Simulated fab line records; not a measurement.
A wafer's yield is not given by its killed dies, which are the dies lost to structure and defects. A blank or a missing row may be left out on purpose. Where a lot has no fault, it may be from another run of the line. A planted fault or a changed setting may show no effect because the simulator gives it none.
Matching of chambers + flow n5-finfet + pecvd-01 running N5_BEOL_M3_PECVD_72: 3 sister chambers
The step deposits SiO2 from TEOS/O2, target thk 16 nm, time 18 s. 3 wafers are shown with their chamber, then 8 later ones without.

== WAFERS WITH THEIR CHAMBER ==
| wafer  | chamber | throttle-valve-pct (%) |
|--------|---------|------------------------|
| L085.1 | 1       | 21.3                   |
| L086.5 | 0       | 23.8                   |
| L087.3 | 2       | 22.3                   |

== WAFERS WITH NO CHAMBER GIVEN ==
| wafer  | throttle-valve-pct (%) |
|--------|------------------------|
| L087.4 | 23.6                   |
| L087.5 | 21.7                   |
| L091.2 | 24.0                   |
| L091.3 | 21.9                   |
| L091.6 | 21.8                   |
| L097.1 | 23.7                   |
| L097.4 | 22.5                   |
| L097.6 | 23.6                   |

== THE CHAMBER EACH PASSED THROUGH ==
| wafer  | from the rows above     | in truth |
|--------|-------------------------|----------|
| L087.4 | 0                       | 0        |
| L087.5 | can't be placed: 1 or 2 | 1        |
| L091.2 | 0                       | 0        |
| L091.3 | can't be placed: 2 or 1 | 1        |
| L091.6 | can't be placed: 1 or 2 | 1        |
| L097.1 | 0                       | 0        |
| L097.4 | 2                       | 2        |
| L097.6 | 0                       | 0        |
Correct placement for 5 of the 8. Unplaceable from these rows: 3, with the true chamber sitting among the candidates in 3. Number placed wrongly: 0.
How it was worked out, from the rows above alone: a wafer's distance from a chamber is the root of the sum, over the readings, of the square of ((its reading less the chamber's mean) divided by the reading's scatter). The wafer belongs to the nearest chamber; if the next one is less than 2 further off, it can't be placed. Each chamber's mean is taken over the wafers shown for it. The scatter: with one shown wafer a chamber, the root of the mean of the squares of how far each hidden wafer lies from its nearest shown one.
